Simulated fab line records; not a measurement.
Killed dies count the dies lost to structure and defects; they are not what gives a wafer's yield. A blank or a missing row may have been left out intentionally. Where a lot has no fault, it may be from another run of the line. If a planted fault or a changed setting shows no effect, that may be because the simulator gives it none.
Which tool is to blame? :: flow n5-finfet :: Sampling: 10 lots, 30 wafers, 3 of 1938 route steps

## WHAT THE GAUGES READ, wafer by wafer
N5_HKMG_FIN_CD_MEAS_49: the cd target is 202 nm.
lot: L359
measured: day 3 22:10
on: cd-sem-03
cd-nm (nm): 202.0 201.8 202.6

lot: L360
measured: day 4 07:51
on: cd-sem-01
cd-nm (nm): 202.6 202.9 202.2

lot: L363
measured: day 4 23:12
on: cd-sem-03
cd-nm (nm): 201.0 202.5 201.9

lot: L367
measured: day 6 02:52
on: cd-sem-02
cd-nm (nm): 201.5 202.5 201.1

lot: L368
measured: day 6 05:46
on: cd-sem-03
cd-nm (nm): 201.6 202.6 203.1

lot: L369
measured: day 6 10:16
on: cd-sem-01
cd-nm (nm): 202.5 202.1 201.5

lot: L375
measured: day 8 01:13
on: cd-sem-02
cd-nm (nm): 202.4 201.7 201.4

lot: L378
measured: day 8 20:19
on: cd-sem-03
cd-nm (nm): 202.0 202.0 201.7

lot: L380
measured: day 9 03:33
on: cd-sem-01
cd-nm (nm): 201.3 201.9 201.2

lot: L382
measured: day 9 20:53
on: cd-sem-03
cd-nm (nm): 201.5 201.8 201.7

## WHICH TOOL RAN EACH LOT (tool, then ch and the chambers of the sampled wafers, then the start)
lot: L359
N5_DUMMY_REMOVAL_STRIP_10: rie-diel-04 ch 0,2,3, day 3 20:41
N5_HKMG_FIN_ALD_75: ald-hk-02 ch 1,2,3, day 3 21:42

lot: L360
N5_DUMMY_REMOVAL_STRIP_10: rie-diel-04 ch 0,1, day 4 06:23
N5_HKMG_FIN_ALD_75: ald-hk-02 ch 0,1,3, day 4 07:23

lot: L363
N5_DUMMY_REMOVAL_STRIP_10: rie-diel-01 ch 0,2,3, day 4 21:52
N5_HKMG_FIN_ALD_75: ald-hk-01 ch 0,2,3, day 4 22:52

lot: L367
N5_DUMMY_REMOVAL_STRIP_10: rie-diel-01 ch 1,2, day 6 01:16
N5_HKMG_FIN_ALD_75: ald-hk-02 ch 1,2,3, day 6 02:24

lot: L368
N5_DUMMY_REMOVAL_STRIP_10: rie-diel-01 ch 0,1,2, day 6 04:25
N5_HKMG_FIN_ALD_75: ald-hk-02 ch 0,2,3, day 6 05:25

lot: L369
N5_DUMMY_REMOVAL_STRIP_10: rie-diel-01 ch 0,2,3, day 6 08:55
N5_HKMG_FIN_ALD_75: ald-hk-03 ch 0,1,3, day 6 09:55

lot: L375
N5_DUMMY_REMOVAL_STRIP_10: rie-diel-03 ch 2,3, day 7 23:45
N5_HKMG_FIN_ALD_75: ald-hk-01 ch 1,2, day 8 00:45

lot: L378
N5_DUMMY_REMOVAL_STRIP_10: rie-diel-04 ch 0,1,3, day 8 18:55
N5_HKMG_FIN_ALD_75: ald-hk-01 ch 0,2, day 8 19:58

lot: L380
N5_DUMMY_REMOVAL_STRIP_10: rie-diel-03 ch 1,2,3, day 9 02:04
N5_HKMG_FIN_ALD_75: ald-hk-01 ch 2,3, day 9 03:05

lot: L382
N5_DUMMY_REMOVAL_STRIP_10: rie-diel-01 ch 0,3, day 9 19:24
N5_HKMG_FIN_ALD_75: ald-hk-03 ch 0,2, day 9 20:25
- N5_DUMMY_REMOVAL_STRIP_10: strips in N2/H2, time 40 s.
- N5_HKMG_FIN_ALD_75: deposits Al2O3, target thk 1 nm, co reactant pulse time 1 s.

## THE ANSWER, worked out from the rows above alone
Rule: the lots themselves supply what counts as usual. Put in order of their means at a reading, lots are off if they are a third of the lots or fewer, leave a main group of 4 or more, and stand apart from it by a gap of 3 or more times the standard deviation of the main group's means; of several such gaps the widest counts. If all means in a main group match to the digits the tables above print for the reading, that group is not used. Also off: a lot with no number at a reading for which 4 or more lots have one. All remaining lots with rows at the step are treated as sound.
None of the lots is off at any reading shown; this tells nothing.

## WHAT WAS PUT IN BY THE SIMULATOR
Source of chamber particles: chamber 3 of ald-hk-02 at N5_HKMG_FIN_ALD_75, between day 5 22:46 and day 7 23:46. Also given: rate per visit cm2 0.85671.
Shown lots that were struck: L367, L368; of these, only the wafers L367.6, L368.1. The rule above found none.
